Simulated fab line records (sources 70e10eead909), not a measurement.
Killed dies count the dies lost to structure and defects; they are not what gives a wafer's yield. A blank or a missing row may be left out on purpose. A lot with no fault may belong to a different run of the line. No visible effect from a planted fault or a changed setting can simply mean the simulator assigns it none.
fab line records | flow nand-harc
[record] lots = 7 | wafers = 21 | last-day = 32
route steps=1302 shown P_START@1 P_ZERO_WELL@2
lots that met no fault: taken from a fault-free run of the same line
start-h: the number of hours between the record's first day and the start of the first shown wafer of the lot | wait-h: hours elapsed since this lot's preceding step | " same as the row above | L1.1+2: a single row standing in for several wafers | - value missing, or start not given | * or withheld: withheld | < > ~ a bound
route shown NAME@n: names a module that has steps shown in the file, with the first one's number in the route | usual: mean and standard deviation over wafers with no fault | same: alike in all rows | chamber/n: place in a boat | sites: the reading at each site | _std_site: standard deviation across them | _edge_site: outer sites' mean less inner sites' | radius-mm: how far each site lies from the wafer's centre | mask NAME#n: copy n | behind: the last tool/chamber to shape the wafer | hold: cause of the lot's hold/its duration in hours/its outcome | device: which transistor (n, p or np) failed to switch | end of line: the route-end tests of the same wafers | where a step has no rows: the recipe by itself | killed: count of dies lost to structure and defects at first sort (not the wafer's yield) | map: a wafer's dies, x killed, . not, _ none there
set.NAME: setting as actually run; set.NAME@STEP: the setting as run at that earlier step | model.NAME: the simulator's own value behind a step, which no gauge read
lots at selected steps of the route; one table per step, one row per wafer
services: when a tool's chamber went out of use (start-h, in hours from the record's first day, below 0 if earlier), for how many hours, and the reason
[[steps]]
[step NHARC_P_START_INSPECT_01]
[usual] raw-defect-count = 3.5/1.6
lot.wafer | tool              | chamber | start-h | wait-h | raw-defect-count
L400.1    | defect-inspect-01 | -       | 30.04   | -      | 3
L400.3    | "                 | -       | "       | "      | 3
L400.6    | "                 | -       | "       | "      | 1
L403.2    | defect-inspect-02 | -       | 60.04   | -      | 3
L403.5    | "                 | -       | "       | "      | 6
L403.6    | "                 | -       | "       | "      | 4
L413.3    | defect-inspect-01 | -       | 160.04  | -      | 2
L413.5    | "                 | -       | "       | "      | 5
L413.6    | "                 | -       | "       | "      | 6
L414.1    | defect-inspect-02 | -       | 170.04  | -      | 3
L414.2    | "                 | -       | "       | "      | 5
L414.5    | "                 | -       | "       | "      | 5
L415.2    | defect-inspect-02 | -       | 180.05  | -      | 2
L415.4    | "                 | -       | "       | "      | 4
L415.6    | "                 | -       | "       | "      | 2
L416.1    | defect-inspect-01 | -       | 190.04  | -      | 4
L416.2    | "                 | -       | "       | "      | 8
L416.5    | "                 | -       | "       | "      | 5
L418.1    | defect-inspect-01 | -       | 210.04  | -      | 4
L418.2    | "                 | -       | "       | "      | 2
L418.3    | "                 | -       | "       | "      | 4
[step NHARC_P_ZERO_WELL_PRECLEAN_00]
[recipe] time-s = 600 | temp-c = 120 | chemistry = SPM
[step NHARC_P_ZERO_WELL_SRD_01]
[step NHARC_P_ZERO_WELL_PECVD_02]
[recipe] target-thk-a = 100 | temp-c = 400 | pressure-torr = 6.5 | rf-w = withheld | teos-flow-sccm = withheld | flow-sccm = 2650 | target-thk-nm = 10 | gas = O2 | material = SiO2
[step NHARC_P_ZERO_WELL_DEHYDRATE_03]
[recipe] temp-c = 150 | time-s = 120
[step NHARC_P_ZERO_WELL_HMDS_04]
[recipe] time-s = 30
[step NHARC_P_ZERO_WELL_COAT_64]
[recipe] temp-c = 200 | time-s = 65
[step NHARC_P_ZERO_WELL_COAT_05]
[recipe] spin-rpm = 2000 | resist-thk-nm = 600
[step NHARC_P_ZERO_WELL_SOFTBAKE_06]
[recipe] temp-c = 125 | time-s = 70
[step NHARC_P_ZERO_WELL_EBR_07]
[step NHARC_P_ZERO_WELL_EXPOSE_08]
[recipe] na = 0.55 | target-cd-nm = 500 | dose-mj = 33.8 | mask-id = P_ZERO
[usual] exposure-dose-mJ-cm2 = 33.79/0.035 | focus-offset-nm = 0.1/0.62 | na = 0.55/0
lot.wafer | tool           | chamber | start-h | wait-h | mask     | exposure-dose-mJ-cm2 | focus-offset-nm | na
L400.1    | krf-scanner-04 | 0       | 31.08   | -      | P_ZERO#0 | 33.78                | 1.1             | 0.55
L400.3    | "              | 0       | "       | "      | P_ZERO#0 | 33.78                | 1.2             | 0.55
L400.6    | "              | 0       | "       | "      | P_ZERO#0 | 33.78                | 1.3             | 0.55
L403.2    | krf-scanner-04 | 0       | 60.98   | -      | P_ZERO#0 | 33.83                | 0.2             | 0.55
L403.5    | "              | 0       | "       | "      | P_ZERO#0 | 33.76                | 0.2             | 0.55
L403.6    | "              | 0       | "       | "      | P_ZERO#0 | 33.77                | 0.4             | 0.55
L413.3    | krf-scanner-01 | -       | 161.10  | -      | P_ZERO#0 | -                    | -               | -
L413.5    | "              | -       | "       | "      | P_ZERO#0 | -                    | -               | -
L413.6    | "              | -       | "       | "      | P_ZERO#0 | -                    | -               | -
L414.1    | krf-scanner-02 | -       | 171.12  | -      | P_ZERO#0 | -                    | -               | -
L414.2    | "              | -       | "       | "      | P_ZERO#0 | -                    | -               | -
L414.5    | "              | -       | "       | "      | P_ZERO#0 | -                    | -               | -
L415.2    | krf-scanner-04 | -       | 181.12  | -      | P_ZERO#0 | -                    | -               | -
L415.4    | "              | -       | "       | "      | P_ZERO#0 | -                    | -               | -
L415.6    | "              | -       | "       | "      | P_ZERO#0 | -                    | -               | -
L416.1    | krf-scanner-01 | 0       | 191.10  | -      | P_ZERO#0 | 33.89                | -0.4            | 0.55
L416.2    | "              | 0       | "       | "      | P_ZERO#0 | 33.85                | 0.5             | 0.55
L416.5    | "              | 0       | "       | "      | P_ZERO#0 | 33.83                | 0.2             | 0.55
L418.1    | krf-scanner-01 | 0       | 211.10  | -      | P_ZERO#0 | 33.77                | 0.4             | 0.55
L418.2    | "              | 0       | "       | "      | P_ZERO#0 | 33.77                | -0.3            | 0.55
L418.3    | "              | 0       | "       | "      | P_ZERO#0 | 33.76                | -0.6            | 0.55
[step NHARC_P_ZERO_WELL_PEB_09]
[recipe] peb-temp-c = 128 | peb-time-s = 80
[[services]]
tool           | chamber | start-h | hours | kind
krf-scanner-04 | -       | 10.00   | 4.0   | pm
krf-scanner-01 | -       | 10.64   | 2.4   | repair
krf-scanner-02 | 0       | 44.59   | -     | calibration
krf-scanner-02 | -       | 63.47   | 0.2   | repair
krf-scanner-02 | -       | 64.73   | 0.5   | repair
krf-scanner-01 | -       | 71.31   | 9.1   | repair
krf-scanner-02 | -       | 94.00   | 4.0   | pm
krf-scanner-01 | -       | 111.27  | 0.3   | repair
krf-scanner-04 | 0       | 115.52  | -     | calibration
krf-scanner-01 | -       | 140.00  | 4.0   | pm
krf-scanner-01 | 0       | 162.71  | -     | calibration
krf-scanner-01 | -       | 169.85  | 5.5   | repair
krf-scanner-04 | -       | 182.00  | 4.0   | pm
krf-scanner-02 | -       | 187.31  | 1.5   | repair
krf-scanner-02 | 0       | 202.88  | -     | calibration
[[key]]
[first-sign] step = NHARC_P_ZERO_WELL_EXPOSE_08 | reading = tool-record | direction = missing
effect none on later readings
met-at NHARC_P_ZERO_WELL_EXPOSE_08
struck-wafers L413.3,L413.5,L413.6,L414.1,L414.2,L414.5,L415.2,L415.4,L415.6
later-rows-left-out L413.3,L413.5,L413.6,L414.1,L414.2,L414.5,L415.2,L415.4,L415.6
sort-left-out L413.3,L413.5,L413.6,L414.1,L414.2,L414.5,L415.2,L415.4,L415.6
tester-left-out L413,L414,L415
onset-between 60.98 161.10
[fault] kind = skipped-step-whole | tool = krf-scanner-01,krf-scanner-02,krf-scanner-04 | chamber = - | onset-h = 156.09 | steps = NHARC_P_ZERO_WELL_EXPOSE_08 | scope = struck-lots-only
// tester-left-out: of these lots the tester's yield and bins aren't shown, on N5 and GAA mostly nor the transistor test; their killed dies are dies lost to structure and defects alone, not to doping, threshold or leakage, so they don't give the yield
// sort-left-out: the simulated sort isn't trusted on such a fault, so these wafers' sort isn't shown, and their yield isn't known
// later-rows-left-out: the simulator's readings of these wafers behind a module that went badly wrong aren't trusted and aren't shown, but for the sort
